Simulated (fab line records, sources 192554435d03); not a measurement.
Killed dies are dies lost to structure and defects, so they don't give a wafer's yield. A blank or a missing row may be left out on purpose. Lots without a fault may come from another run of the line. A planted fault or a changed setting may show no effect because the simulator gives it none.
fab line records | flow n5_finfet
record lots=7 wafers=21
route steps=1938 shown HKMG_FIN@406 GATE_CUT@480 MOL_CONTACT_COAG@535 BEOL_M0_SAQP@638 BEOL_M0@748 BEOL_M1@753
start_h: hours from the record's first day to the start of the lot's first wafer shown | wait_h: hours since the lot's step before | " the same as in the row above | L1.1+2: a row that stands for several wafers | - no value, or no start given | * or withheld: withheld | < > ~ a bound
route shown NAME@n: a module of which the file shows steps, and the number in the route of the first | usual: mean/standard deviation of fault-free wafers | same: alike in all rows | chamber/n: place in a boat | sites: the reading at each site | _std_site: their standard deviation | _edge_site: outer sites' mean less inner sites' | radius_mm: how far each site lies from the wafer's centre | mask NAME#n: copy n | behind: the tool/chamber that last shaped the wafer | hold: why the lot was held/for how many hours/how that ended | device: the transistor (n, p or np) that didn't switch | end of line: the same wafers' tests at the end of the route | a step without rows: its recipe alone | killed: dies lost to structure and defects at the first sort, not the wafer's yield | map: a wafer's dies, x killed, . not, _ none there
set.NAME: the setting as run; set.NAME@STEP: as run at that earlier step | model.NAME: the simulator's own value behind a step, which no gauge read
lots whose settings were changed on purpose; a table a step, a row a wafer
## steps
# step N5_HKMG_FIN_ETCH_58
# recipe chemistry=N2/H2 target=SOC target_depth_a=2158 ion_energy_ev=50 bias_w=13 time_s=741 pressure_mtorr=30 source_w=875 n2_flow_sccm=200 h2_flow_sccm=200
# columns lot.wafer tool chamber start_h wait_h set.source_w model.etch.depth_nm model.SOC_of_HKMG_FIN_COAT_41.thk_nm model.HKMG_FIN.feature_depth_nm
L077.1 rie_diel-03 1 93.76 0.0 875 210.4 90.2 210.4
L077.2 " 2 " " 875 216.2 84.8 216.2
L077.4 " 3 " " 875 217.5 82.2 217.4
L082.1 rie_diel-03 0 127.00 0.0 875 215.1 85 215.2
L082.4 " 1 " " 988.6 235.9 64.4 235.8
L082.5 " 1 " " 988.6 233.8 66.8 233.8
L085.1 rie_diel-06 0 141.15 0.0 728.5 181.8 118.4 181.8
L085.3 " 2 " " 875 214.1 87 214
L085.4 " 3 " " 728.5 183.8 116.2 183.8
L086.2 rie_diel-06 2 150.10 0.0 875 217.7 83.2 217.8
L086.5 " 2 " " 875 216.6 84.2 216.6
L086.6 " 1 " " 875 225.6 75 225.6
L089.1 rie_diel-06 1 165.31 0.0 875 219.6 80 219.6
L089.3 " 3 " " 875 216.8 83.2 216.8
L089.4 " 1 " " 875 223.3 76.4 223.4
L092.2 rie_diel-05 1 181.57 0.0 875 212 88.2 212
L092.4 " 1 " " 947.7 226.5 74 226.4
L092.6 " 0 " " 875 214.7 86.2 214.8
L094.3 rie_diel-03 3 193.27 0.0 1006 246.9 54.4 246.8
L094.5 " 1 " " 875 222.6 78 222.6
L094.6 " 0 " " 875 216.2 84.8 216.2
# step N5_GATE_CUT_COAT_27
# recipe resist=underlayer temp_c=205 time_s=60 spin_rpm=1500 resist_thk_nm=10
# columns lot.wafer tool chamber start_h wait_h set.spin_rpm model.underlayer_of_GATE_CUT_COAT_27.thk_nm
L077.1+2 litho_track-02 0 - - 1383 10.4
L077.4 " 0 " " 1500 10
L082.1+5 litho_track-01 0 - - 1644 9.6
L082.4 " 0 " " 1500 10
L085.1+3+4 litho_track-05 0 - - 1500 10
L086.2+5+6 litho_track-05 0 - - 1500 10
L089.1+3+4 litho_track-05 0 - - 1500 10
L092.2 litho_track-02 0 - - 1566 9.8
L092.4+6 " 0 " " 1500 10
L094.3+5+6 litho_track-01 0 - - 1500 10
# step N5_GATE_CUT_EXPOSE_10
# recipe mask_id=GATE_CUT na=0.33 source_shape=annular sigma_inner=0.35 sigma_outer=0.8 polarization=unpolarized target_cd_nm=20 dose_mj=43.25
# columns lot.wafer tool chamber start_h wait_h mask set.dose_mj
L077.1+2 euv_scanner-02 0 104.85 - GATE_CUT#0 43.25
L077.4 " 0 " " GATE_CUT#0 45.93
L082.1+4 euv_scanner-01 0 139.33 - GATE_CUT#0 42.01
L082.5 " 0 " " GATE_CUT#0 43.25
L085.1+3 euv_scanner-01 0 153.10 - GATE_CUT#0 43.25
L085.4 " 0 " " GATE_CUT#0 41.29
L086.2+5 euv_scanner-01 0 161.72 - GATE_CUT#0 43.25
L086.6 " 0 " " GATE_CUT#0 44.77
L089.1+3+4 euv_scanner-02 0 177.54 - GATE_CUT#0 43.25
L092.2 euv_scanner-02 0 193.36 - GATE_CUT#0 41.24
L092.4+6 " 0 " " GATE_CUT#0 43.25
L094.3+5+6 euv_scanner-02 0 204.80 - GATE_CUT#0 43.25
# step N5_GATE_CUT_PEB_11
# recipe peb_temp_c=100 peb_time_s=60 resist=CAR-EUV
# step N5_GATE_CUT_DEVELOP_12
# recipe develop_time_s=30 developer=TMAH resist=CAR-EUV rinse_liquid=surfactant_rinse dry=air_spin dev_temp_c=23
# step N5_GATE_CUT_DESCUM_18
# recipe chemistry=O2 time_s=7 source_power_w=50 bias_power_w=20 pressure_mtorr=20 rf_frequency_hz=2.712e+07 temp_c=40 resist=CAR-EUV o2_flow_sccm=225
# columns lot.wafer tool chamber start_h wait_h set.dose_mj@GATE_CUT_EXPOSE_10 model.GATE_CUT.cd_nm
L077.1+2 rie_diel-04 1,0 105.11 0.0 43.25 20
L077.4 " 2 " " 45.93 21.2
L082.1 rie_diel-01 2 139.73 0.2 42.01 19
L082.4 " 3 " " 42.01 19.2
L082.5 " 2 " " 43.25 19.8
L085.1+3 rie_diel-02 3,1 153.36 0.0 43.25 20
L085.4 " 2 " " 41.29 18.8
L086.2+5 rie_diel-04 3 161.97 0.0 43.25 20
L086.6 " 0 " " 44.77 20.8
L089.1+3 rie_diel-04 0,2 177.80 0.0 43.25 20.2
L089.4 " 1 " " 43.25 20
L092.2 rie_diel-04 1 193.61 0.0 41.24 19
L092.4+6 " 3,2 " " 43.25 20.2
L094.3+5+6 rie_diel-02 0,3,2 205.39 0.4 43.25 19.8
# step N5_GATE_CUT_ETCH_28
# recipe chemistry=N2/H2 target=underlayer target_depth_a=130 mask_material=CAR-EUV time_s=10.4 ion_energy_ev=200 pressure_mtorr=30 source_w=840 bias_w=150 n2_flow_sccm=200 h2_flow_sccm=200 ends=cleared
# columns lot.wafer tool chamber start_h wait_h set.spin_rpm@GATE_CUT_COAT_27 set.dose_mj@GATE_CUT_EXPOSE_10 model.GATE_CUT.cd_nm model.etch.depth_nm model.CAR-EUV_of_GATE_CUT_COAT_07.thk_nm
L077.1 rie_diel-04 1 105.14 0.0 1383 43.25 20 10.4 14.2
L077.2 " 0 " " 1383 43.25 20 10.44 14.2
L077.4 " 2 " " 1500 45.93 21 10.02 14.6
L082.1 rie_diel-01 2 139.76 0.0 1644 42.01 19 9.648 15
L082.4 " 3 " " 1500 42.01 19.2 10.06 14.6
L082.5 " 2 " " 1644 43.25 19.8 9.604 15.2
L085.1 rie_diel-02 3 153.39 0.0 1500 43.25 19.8 10.02 14.6
L085.3 " 1 " " 1500 43.25 20 10.04 14.6
L085.4 " 2 " " 1500 41.29 18.8 10.03 14.6
L086.2 rie_diel-04 3 162.00 0.0 1500 43.25 20 10.08 14.6
L086.5 " 3 " " 1500 43.25 19.8 10.04 14.6
L086.6 " 0 " " 1500 44.77 20.6 10.04 14.6
L089.1 rie_diel-04 0 177.83 0.0 1500 43.25 20.2 9.994 14.6
L089.3 " 2 " " 1500 43.25 20.2 10.04 14.6
L089.4 " 1 " " 1500 43.25 20 10.03 14.6
L092.2 rie_diel-04 1 193.65 0.0 1566 41.24 19 9.834 14.8
L092.4 " 3 " " 1500 43.25 20.2 10.04 14.8
L092.6 " 2 " " 1500 43.25 20 10.02 14.6
L094.3 rie_diel-02 0 205.42 0.0 1500 43.25 19.8 10.04 14.8
L094.5+6 " 3,2 " " 1500 43.25 19.8 10.02 14.8
# step N5_GATE_CUT_ETCH_36
# recipe chemistry=CF4 target=SiARC target_depth_a=130 mask_material=CAR-EUV time_s=21.7 ion_energy_ev=80 pressure_mtorr=40 source_w=545 bias_w=36 Ar_flow_sccm=100 cf4_flow_sccm=100 ends=cleared
# columns lot.wafer tool chamber start_h wait_h set.spin_rpm@GATE_CUT_COAT_27 set.dose_mj@GATE_CUT_EXPOSE_10 model.GATE_CUT.cd_nm model.CAR-EUV_of_GATE_CUT_COAT_07.thk_nm
L077.1 rie_diel-04 1 105.16 0.0 1383 43.25 20 6.6
L077.2 " 0 " " 1383 43.25 20 6.4
L077.4 " 2 " " 1500 45.93 21.2 7
L082.1 rie_diel-01 2 139.78 0.0 1644 42.01 19 7.4
L082.4 " 3 " " 1500 42.01 19.2 7
L082.5 " 2 " " 1644 43.25 19.8 7.4
L085.1 rie_diel-02 3 153.41 0.0 1500 43.25 19.8 7
L085.3 " 1 " " 1500 43.25 20 7
L085.4 " 2 " " 1500 41.29 19 7
L086.2 rie_diel-04 3 162.02 0.0 1500 43.25 20 7
L086.5 " 3 " " 1500 43.25 19.8 7
L086.6 " 0 " " 1500 44.77 20.6 7
L089.1 rie_diel-04 0 177.85 0.0 1500 43.25 20.2 7
L089.3+4 " 2,1 " " 1500 43.25 20 6.8
L092.2 rie_diel-04 1 193.67 0.0 1566 41.24 19 7.2
L092.4 " 3 " " 1500 43.25 20.2 7
L092.6 " 2 " " 1500 43.25 20 7
L094.3+6 rie_diel-02 0,2 205.44 0.0 1500 43.25 19.8 7
L094.5 " 3 " " 1500 43.25 19.6 7
# step N5_GATE_CUT_ETCH_37
# recipe chemistry=N2/H2 target=SOC target_depth_a=600 overetch_a=120 mask_material=SiARC temp_c=40 time_s=90 ion_energy_ev=200 pressure_mtorr=30 source_w=840 bias_w=150 n2_flow_sccm=200 h2_flow_sccm=200
# columns lot.wafer tool chamber start_h wait_h set.dose_mj@GATE_CUT_EXPOSE_10 model.GATE_CUT.cd_nm
L077.1 rie_diel-04 1 105.19 0.0 43.25 20.2
L077.2 " 0 " " 43.25 20
L077.4 " 2 " " 45.93 21
L082.1 rie_diel-01 2 139.81 0.0 42.01 19
L082.4 " 3 " " 42.01 19.2
L082.5 " 2 " " 43.25 19.8
L085.1 rie_diel-02 3 153.44 0.0 43.25 19.8
L085.3 " 1 " " 43.25 20
L085.4 " 2 " " 41.29 19
L086.2 rie_diel-04 3 162.05 0.0 43.25 20
L086.5 " 3 " " 43.25 19.8
L086.6 " 0 " " 44.77 20.4
L089.1 rie_diel-04 0 177.88 0.0 43.25 20.2
L089.3+4 " 2,1 " " 43.25 20
L092.2 rie_diel-04 1 193.69 0.0 41.24 19.2
L092.4 " 3 " " 43.25 20.2
L092.6 " 2 " " 43.25 20
L094.3+5+6 rie_diel-02 0,3,2 205.47 0.0 43.25 19.8
# step N5_GATE_CUT_STRIP_38
# recipe chemistry=N2/H2 temp_c=40 n2_flow_sccm=200 h2_flow_sccm=200 rf_frequency_hz=6e+07
# step N5_GATE_CUT_STRIP_39
# recipe chemistry=N2/H2 temp_c=40 n2_flow_sccm=200 h2_flow_sccm=200 rf_frequency_hz=6e+07
# step N5_GATE_CUT_CUT_ETCH_54
# recipe chemistry=Cl2/BCl3 target=TiN mask_material=SiO2 target_depth_a=967 pressure_mtorr=10 icp_w=1000 bias_w=126 Cl2_flow_sccm=53.25 bcl3_flow_sccm=21.75 Ar_flow_sccm=25 ends=cleared
# step N5_GATE_CUT_CUT_ETCH_55
# recipe chemistry=BCl3 target=HfO2 mask_material=SiO2 target_depth_a=32 ion_energy_ev=30 pressure_mtorr=5 icp_w=450 bias_w=18 bcl3_flow_sccm=80
# step N5_GATE_CUT_ETCH_47
# recipe chemistry=Cl2/BCl3 target=SiO2 target_depth_a=100 pressure_mtorr=10 icp_w=1000 bias_w=126 Cl2_flow_sccm=53.25 bcl3_flow_sccm=21.75 Ar_flow_sccm=25
# columns lot.wafer tool chamber start_h wait_h set.dose_mj@GATE_CUT_EXPOSE_10 model.GATE_CUT.cd_nm
L077.1 rie_metal-02 1 105.65 0.0 43.25 20.4
L077.2 " 0 " " 43.25 20
L077.4 " 1 " " 45.93 21.6
L082.1 rie_metal-03 0 140.42 0.1 42.01 18.8
L082.4 " 0 " " 42.01 19
L082.5 " 0 " " 43.25 20.2
L085.1 rie_metal-02 1 153.90 0.0 43.25 20.6
L085.3 " 0 " " 43.25 20
L085.4 " 1 " " 41.29 19.4
L086.2 rie_metal-02 0 162.51 0.0 43.25 20.2
L086.5 " 0 " " 43.25 19.8
L086.6 " 1 " " 44.77 21
L089.1 rie_metal-01 0 178.34 0.0 43.25 20.4
L089.3 " 1 " " 43.25 20
L089.4 " 0 " " 43.25 19.8
L092.2 rie_metal-01 0 194.16 0.0 41.24 19.2
L092.4 " 0 " " 43.25 20.6
L092.6 " 0 " " 43.25 20.4
L094.3 rie_metal-02 1 205.94 0.0 43.25 20
L094.5 " 0 " " 43.25 19.8
L094.6 " 1 " " 43.25 20.2
# step N5_MOL_CONTACT_COAG_CONTACT_ETCH_14
# recipe chemistry=C4F6/O2 target=SiO2 target_depth_a=275 overetch_a=85 mask_material=SOC pressure_mtorr=30 source_w=370 bias_w=185 Ar_flow_sccm=300 C4F6_flow_sccm=16 O2_flow_sccm=10 time_s=20 ion_energy_ev=259.6
# usual rf_vpp_V=692/4.1
# columns lot.wafer tool chamber start_h wait_h set.source_w rf_vpp_V
L077.1 rie_diel-06 0 109.09 0.0 421.7 662
L077.2 " 3 " " 421.7 668
L077.4 " 0 " " 421.7 662
L082.1 rie_diel-06 0 144.43 0.0 370 689
L082.4 " 0 " " 370 690
L082.5 " 1 " " 370 699
L085.1 rie_diel-06 1 167.10 0.0 370 698
L085.3 " 0 " " 410.2 670
L085.4 " 3 " " 410.2 671
L086.2 rie_diel-03 2 167.61 0.0 319.7 717
L086.5 " 2 " " 370 685
L086.6 " 3 " " 370 698
L089.1 rie_diel-03 3 181.93 0.0 370 698
L089.3 " 1 " " 370 694
L089.4 " 2 " " 370 685
L092.2 rie_diel-06 1 197.58 0.0 370 698
L092.4 " 3 " " 370 691
L092.6 " 2 " " 397.5 674
L094.3 rie_diel-05 2 209.72 0.0 370 699
L094.5 " 3 " " 344.7 715
L094.6 " 2 " " 344.7 710
# step N5_MOL_CONTACT_COAG_ETCH_91
# recipe chemistry=N2/H2 target=SOC target_depth_a=600 overetch_a=210 mask_material=SiARC temp_c=40 time_s=101.2 ion_energy_ev=200 pressure_mtorr=30 source_w=840 bias_w=150 n2_flow_sccm=200 h2_flow_sccm=200
# usual rf_vpp_V=523/3.3
# columns lot.wafer tool chamber start_h wait_h set.source_w rf_vpp_V
L077.1 rie_diel-03 1 120.30 0.0 840 526
L077.2 " 3 " " 707.4 558
L077.4 " 0 " " 707.4 556
L082.1 rie_diel-03 1 156.70 0.0 840 526
L082.4 " 2 " " 840 518
L082.5 " 1 " " 840 526
L085.1 rie_diel-06 2 176.53 0.0 965.7 499
L085.3 " 1 " " 840 528
L085.4 " 3 " " 965.7 499
L086.2 rie_diel-03 0 178.76 0.0 840 525
L086.5 " 2 " " 840 519
L086.6 " 1 " " 784.2 539
L089.1 rie_diel-03 2 194.06 0.0 840 517
L089.3 " 3 " " 840 527
L089.4 " 1 " " 840 527
L092.2 rie_diel-05 1 210.03 0.0 774 535
L092.4 " 3 " " 840 528
L092.6 " 3 " " 774 542
L094.3 rie_diel-03 0 220.85 0.0 840 524
L094.5 " 0 " " 840 522
L094.6 " 1 " " 840 525
# step N5_BEOL_M0_SAQP_PECVD_04
# recipe material=a-Si target_thk_a=600 temp_c=350 precursor=SiH4/He pressure_torr=3 rf_w=100 time_s=60.2
# columns lot.wafer tool chamber start_h wait_h set.time_s model.a-Si_of_BEOL_M0_SAQP_PECVD_04.thk_nm
L077.1 pecvd-04 0 130.58 0.0 60.2 59.8
L077.2 " 2 " " 60.2 59
L077.4 " 2 " " 64.94 64.4
L082.1+5 pecvd-04 2,0 166.49 0.0 60.2 59.6
L082.4 " 1 " " 60.2 60.4
L085.1+3 pecvd-04 0,2 184.07 0.0 67.29 66.2
L085.4 " 0 " " 60.2 60.4
L086.2 pecvd-01 0 188.52 0.0 60.2 60.8
L086.5 " 2 " " 53.28 55.2
L086.6 " 1 " " 53.28 54.4
L089.1 pecvd-04 1 200.62 0.0 60.2 60.6
L089.3 " 0 " " 60.2 59.8
L089.4 " 1 " " 60.2 61
L092.2 pecvd-03 0 218.81 0.1 63.38 63.4
L092.4 " 0 " " 63.38 63.2
L092.6 " 0 " " 60.2 60.4
L094.3 pecvd-01 2 229.52 0.0 60.2 60.4
L094.5 " 1 " " 53.97 54.4
L094.6 " 2 " " 60.2 61.4
# step N5_BEOL_M0_SAQP_THK_MEAS_05
# usual thk_nm=60.1/0.71
# columns lot.wafer tool chamber start_h wait_h set.time_s@BEOL_M0_SAQP_PECVD_04 thk_nm
L077.1 film_metro-01 - 130.68 0.1 60.2 59.8
L077.2 " - " " 60.2 59.0
L077.4 " - " " 64.94 64.5
L082.1 film_metro-02 - 166.59 0.1 60.2 59.6
L082.4 " - " " 60.2 60.5
L082.5 " - " " 60.2 59.5
L085.1 film_metro-01 - 184.17 0.1 67.29 66.2
L085.3 " - " " 67.29 66.2
L085.4 " - " " 60.2 60.4
L086.2 film_metro-02 - 188.62 0.1 60.2 60.9
L086.5 " - " " 53.28 55.2
L086.6 " - " " 53.28 54.4
L089.1 film_metro-02 - 200.72 0.1 60.2 60.6
L089.3 " - " " 60.2 59.9
L089.4 " - " " 60.2 61.0
L092.2 film_metro-01 - 219.00 0.2 63.38 63.4
L092.4 " - " " 63.38 63.2
L092.6 " - " " 60.2 60.3
L094.3 film_metro-01 - 229.62 0.1 60.2 60.4
L094.5 " - " " 53.97 54.4
L094.6 " - " " 60.2 61.4
# step N5_BEOL_M0_DEP_125
# recipe material=SiCN target_thk_a=80 temp_c=withheld precursor=3MS/NH3 pressure_torr=3 rf_w=202 time_s=14
# columns lot.wafer tool chamber start_h wait_h set.time_s model.SiCN_of_BEOL_M0_DEP_125.thk_nm
L077.1+4 pecvd-02 1,2 142.46 0.0 15.67 8.8
L077.2 " 2 " " 14 7.8
L082.1 pecvd-02 1 177.22 0.0 14 8
L082.4 " 1 " " 11.9 6.8
L082.5 " 2 " " 11.9 7
L085.1+3 pecvd-02 2,1 195.82 0.0 14 7.8
L085.4 " 2 " " 14 8
L086.2 pecvd-03 0 201.14 0.0 14 8
L086.5+6 " 1,2 " " 15.96 9.2
L089.1+3 pecvd-03 0 215.84 0.1 14 7.8
L089.4 " 0 " " 14 8
L092.2 pecvd-02 1 230.26 0.0 12.55 7
L092.4 " 0 " " 12.55 7.2
L092.6 " 1 " " 14 8
L094.3 pecvd-02 0 245.97 0.0 15.19 8.6
L094.5+6 " 1,0 " " 14 8
# step N5_BEOL_M1_PECVD_72
# recipe material=SiO2 target_thk_a=160 temp_c=400 precursor=TEOS/O2 pressure_torr=5.5 rf_w=450 teos_flow_sccm=53.8 gas=O2 flow_sccm=3000 time_s=18
# columns lot.wafer tool chamber start_h wait_h set.time_s model.SiO2_of_BEOL_M1_PECVD_72.thk_nm
L077.1 pecvd-03 0 142.69 0.0 18 15.6
L077.2 " 2 " " 16.47 14.4
L077.4 " 1 " " 18 15.8
L082.1 pecvd-02 2 177.47 0.0 19.75 17.4
L082.4 " 1 " " 18 16
L082.5 " 2 " " 19.75 17.6
L085.1 pecvd-03 0 196.05 0.0 15.53 13.6
L085.3 " 1 " " 18 15.8
L085.4 " 0 " " 18 16
L086.2+5 pecvd-03 1,2 201.37 0.0 18 16
L086.6 " 0 " " 18 16.4
L089.1 pecvd-03 0 216.14 0.0 18 15.6
L089.3+4 " 0 " " 18 15.8
L092.2 pecvd-02 1 230.51 0.0 16.55 14.6
L092.4 " 2 " " 16.55 14.8
L092.6 " 0 " " 18 15.8
L094.3 pecvd-02 2 246.21 0.0 15.53 13.8
L094.5 " 2 " " 15.53 14
L094.6 " 0 " " 18 16.2
# step N5_BEOL_M1_ETCH_70
# recipe chemistry=N2/H2 target=SOC target_depth_a=800 overetch_a=160 mask_material=SiARC temp_c=40 time_s=120 ion_energy_ev=200 pressure_mtorr=30 source_w=840 bias_w=150 n2_flow_sccm=200 h2_flow_sccm=200
# usual rf_vpp_V=524.1/2.4
# columns lot.wafer tool chamber start_h wait_h set.bias_w rf_vpp_V model.SiARC_of_BEOL_M1_COAT_68.thk_nm
L077.1 rie_diel-02 1 150.96 0.0 150 527.8 6.4
L077.2 " 2 " " 150 520.8 6.4
L077.4 " 0 " " 172.6 573.0 5.6
L082.1 rie_diel-01 1 183.37 0.0 150 523.3 6.4
L082.4 " 0 " " 150 524.5 6.4
L082.5 " 1 " " 160.5 546.0 5.8
L085.1 rie_diel-04 0 199.24 0.0 150 525.2 6.6
L085.3 " 1 " " 174.4 573.0 5.2
L085.4 " 3 " " 174.4 580.4 5
L086.2 rie_diel-01 3 207.79 0.0 150 522.2 6.2
L086.5 " 3 " " 129.3 473.9 7.2
L086.6 " 2 " " 150 522.1 6.2
L089.1 rie_diel-02 3 220.46 0.0 150 525.5 6.6
L089.3 " 2 " " 150 519.9 6.4
L089.4 " 1 " " 150 527.4 6.4
L092.2 rie_diel-01 0 246.75 0.0 164.6 556.8 5.8
L092.4 " 2 " " 150 522.6 6.2
L092.6 " 2 " " 164.6 553.3 5.4
L094.3 rie_diel-01 3 252.60 0.0 142 504.3 6.6
L094.5 " 1 " " 150 523.4 6.4
L094.6 " 0 " " 142 507.5 6.8
## key
split step=N5_HKMG_FIN_ETCH_58 setting=source_w stated=875 by=wafer
response step=N5_HKMG_FIN_ETCH_58 reading=model.etch.depth_nm change=+1.75 per=1% r=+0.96
response step=N5_HKMG_FIN_ETCH_58 reading=model.SOC_of_HKMG_FIN_COAT_41.thk_nm change=-1.72 per=1% r=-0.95
response step=N5_HKMG_FIN_ETCH_58 reading=model.HKMG_FIN.feature_depth_nm change=+1.75 per=1% r=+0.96
split step=N5_GATE_CUT_COAT_27 setting=spin_rpm stated=1500 by=wafer
response step=N5_GATE_CUT_COAT_27 reading=model.underlayer_of_GATE_CUT_COAT_27.thk_nm change=-0.0455 per=1% r=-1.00
response step=N5_GATE_CUT_ETCH_28 reading=model.etch.depth_nm change=-0.0473 per=1% r=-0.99
response step=N5_GATE_CUT_ETCH_28 reading=model.CAR-EUV_of_GATE_CUT_COAT_07.thk_nm change=+0.0485 per=1% r=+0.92
response step=N5_GATE_CUT_ETCH_36 reading=model.CAR-EUV_of_GATE_CUT_COAT_07.thk_nm change=+0.05 per=1% r=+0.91
split step=N5_GATE_CUT_EXPOSE_10 setting=dose_mj stated=43.25 by=wafer
response step=N5_GATE_CUT_DESCUM_18 reading=model.GATE_CUT.cd_nm change=+0.23 per=1% r=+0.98
response step=N5_GATE_CUT_ETCH_28 reading=model.GATE_CUT.cd_nm change=+0.205 per=1% r=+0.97
response step=N5_GATE_CUT_ETCH_36 reading=model.GATE_CUT.cd_nm change=+0.209 per=1% r=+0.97
response step=N5_GATE_CUT_ETCH_37 reading=model.GATE_CUT.cd_nm change=+0.174 per=1% r=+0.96
response step=N5_GATE_CUT_ETCH_47 reading=model.GATE_CUT.cd_nm change=+0.258 per=1% r=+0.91
split step=N5_MOL_CONTACT_COAG_CONTACT_ETCH_14 setting=source_w stated=370 by=wafer
response step=N5_MOL_CONTACT_COAG_CONTACT_ETCH_14 reading=rf_vpp_V change=-2.23 per=1% r=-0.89
split step=N5_MOL_CONTACT_COAG_ETCH_91 setting=source_w stated=840 by=wafer
response step=N5_MOL_CONTACT_COAG_ETCH_91 reading=rf_vpp_V change=-1.91 per=1% r=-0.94
split step=N5_BEOL_M0_SAQP_PECVD_04 setting=time_s stated=60.2 by=wafer
response step=N5_BEOL_M0_SAQP_PECVD_04 reading=model.a-Si_of_BEOL_M0_SAQP_PECVD_04.thk_nm change=+0.554 per=1% r=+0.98
response step=N5_BEOL_M0_SAQP_THK_MEAS_05 reading=thk_nm change=* per=1% r=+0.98
split step=N5_BEOL_M0_DEP_125 setting=time_s stated=14 by=wafer
response step=N5_BEOL_M0_DEP_125 reading=model.SiCN_of_BEOL_M0_DEP_125.thk_nm change=+0.0803 per=1% r=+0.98
split step=N5_BEOL_M1_PECVD_72 setting=time_s stated=18 by=wafer
response step=N5_BEOL_M1_PECVD_72 reading=model.SiO2_of_BEOL_M1_PECVD_72.thk_nm change=+0.16 per=1% r=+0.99
split step=N5_BEOL_M1_ETCH_70 setting=bias_w stated=150 by=wafer
response step=N5_BEOL_M1_ETCH_70 reading=rf_vpp_V change=+3.28 per=1% r=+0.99
response step=N5_BEOL_M1_ETCH_70 reading=model.SiARC_of_BEOL_M1_COAT_68.thk_nm change=-0.0725 per=1% r=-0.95
